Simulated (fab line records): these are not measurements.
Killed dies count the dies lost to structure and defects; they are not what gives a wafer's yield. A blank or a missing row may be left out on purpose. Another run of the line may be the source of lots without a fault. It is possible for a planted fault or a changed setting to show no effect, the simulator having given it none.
A struck lot beside a sound one :: flow n5 finfet :: 16 out of 1938 route steps
Sound: the wafers L469.2, L469.3, L469.5. Wafers struck: L473.1, L473.2, L473.3. The cause comes at the end.
Each step with rows lists, per side, the tool, then ch with its chambers, then its first start. Under that, the readings that differ: sound wafers :: struck wafers :: difference of the means :: sigmas: that difference in standard deviations of wafers without a fault.
alike: readings whose means differ by less than 2 such deviations, and words and numbers that are the same on both sides. not compared: withheld readings, readings that some wafer has no value for, bounds like >300 that may hide the same value, and numbers for which the record gives no deviation and whose values overlap.
The two part at a step that has a row with sigmas, a row that says differs or no value, or rows on one side only. Non-overlapping numbers with no deviation appear without sigmas and do not part them. A reading missing from all wafers of one side parts the sides only when that side holds two or more wafers.

N5_BEOL_M0_SAQP_ETCH_88: etches underlayer in N2/H2, target depth 6.5 nm, time 5.2 s.
  sound on rie diel-03 ch 2,3, day 6 09:44; struck on rie diel-04 ch 1,2,3, day 7 04:01
  alike: drypump motor current A, etch rf on time s, oes product au, rf vpp V, showerhead plenum p Torr, throttle valve pct
  not compared: rf hours counter h
N5_BEOL_M0_SAQP_ETCH_73: etches SiARC in CF4, target depth 19.5 nm, time 32.5 s.
  sound on rie diel-03 ch 2,3, day 6 09:45; struck on rie diel-04 ch 1,2,3, day 7 04:01
  alike: drypump motor current A, etch rf on time s, mfc ar sccm, oes product au, rf vpp V, showerhead plenum p Torr, throttle valve pct
  not compared: rf hours counter h
then, 3 steps without rows for these wafers: N5_BEOL_M0_SAQP_CUT_ETCH_46 (etches SOC in N2/H2, target depth 135 nm, overetch 27 nm, time 202.5 s); N5_BEOL_M0_SAQP_STRIP_74 (strips in N2/H2); N5_BEOL_M0_SAQP_STRIP_89 (strips in N2/H2).
N5_BEOL_M0_SAQP_ALD_48: deposits SiO2, target thk 20 nm, pulse time 1 s, co reactant pulse time 1 s.
  sound on ald sin-04 ch 0,1,2, day 6 10:04; struck on ald sin-04 ch 0,1,2, day 7 04:19
  alike: heater power outer w, heater power w, precursor pulse height rel, susceptor temp C
N5_BEOL_M0_SAQP_ETCH_49: etches SiO2 in CF4/O2, target depth 37 nm.
  sound on rie diel-03 ch 0,2,3, day 6 10:35; struck on rie diel-04 ch 0,1,3, day 7 04:51
  alike: drypump motor current A, mfc ar sccm, oes product au, rf vpp V, showerhead plenum p Torr, throttle valve pct
  not compared: rf hours counter h
N5_BEOL_M0_SAQP_STRIP_75: strips in CF4.
  sound on rie diel-03 ch 0,2,3, day 6 10:41; struck on rie diel-04 ch 0,1,3, day 7 04:57
  alike: drypump motor current A, oes product au, power w, rf vpp V, showerhead plenum p Torr, throttle valve pct
  not compared: rf hours counter h
then, 4 steps without rows for these wafers: N5_BEOL_M0_CUTY_COAT_50 (time 60 s, resist thk 15 nm); N5_BEOL_M0_CUTY_COAT_51 (resist thk 150 nm); N5_BEOL_M0_CUTY_EBR_52; N5_BEOL_M0_CUTY_SOFTBAKE_53 (time 60 s).
N5_BEOL_M0_CUTY_EXPOSE_54: exposes mask M0 ABLK.
  sound on arfi scanner-03 ch 0, day 6 10:50; struck on arfi scanner-03 ch 0, day 7 05:06
reading: exposure dose mJ cm2
sound: 35.95 36.01 35.94
struck: 35.57 35.60 35.56
difference: -0.39
sigmas: -11
  alike: mask, focus offset nm
then, 1 step without rows for these wafers: N5_BEOL_M0_CUTY_PEB_55 (peb time 60 s).
-- a jump in the record: the struck wafers' starts before and after are 3 days apart (it breaks off in module BEOL_M0_CUTY and resumes in module BEOL_M4, where the first step shown is number 1111 of the route) --
N5_BEOL_M4_RC_MEAS_101:
  sound on prober-01 ch 0, day 8 22:01; struck on prober-01 ch 0, day 10 03:07
  alike: DIBL_N, DIBL_P, IOFF_N, IOFF_P, ION_N, ION_P, SS_N, SS_P, VT_N, VT_P
then, 1 step without rows for these wafers: N5_PASSIVATION_PROBE_49.

WHERE THEY PART
Only at N5_BEOL_M0_CUTY_EXPOSE_54, within this record. Later steps at which nothing parts them and some readings are alike: N5_BEOL_M4_RC_MEAS_101.

WHY: the cause the simulator had injected
Drift in process parameters on arfi scanner-03 at N5_BEOL_M0_CUTY_EXPOSE_54, starting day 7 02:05. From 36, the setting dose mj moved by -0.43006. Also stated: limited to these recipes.
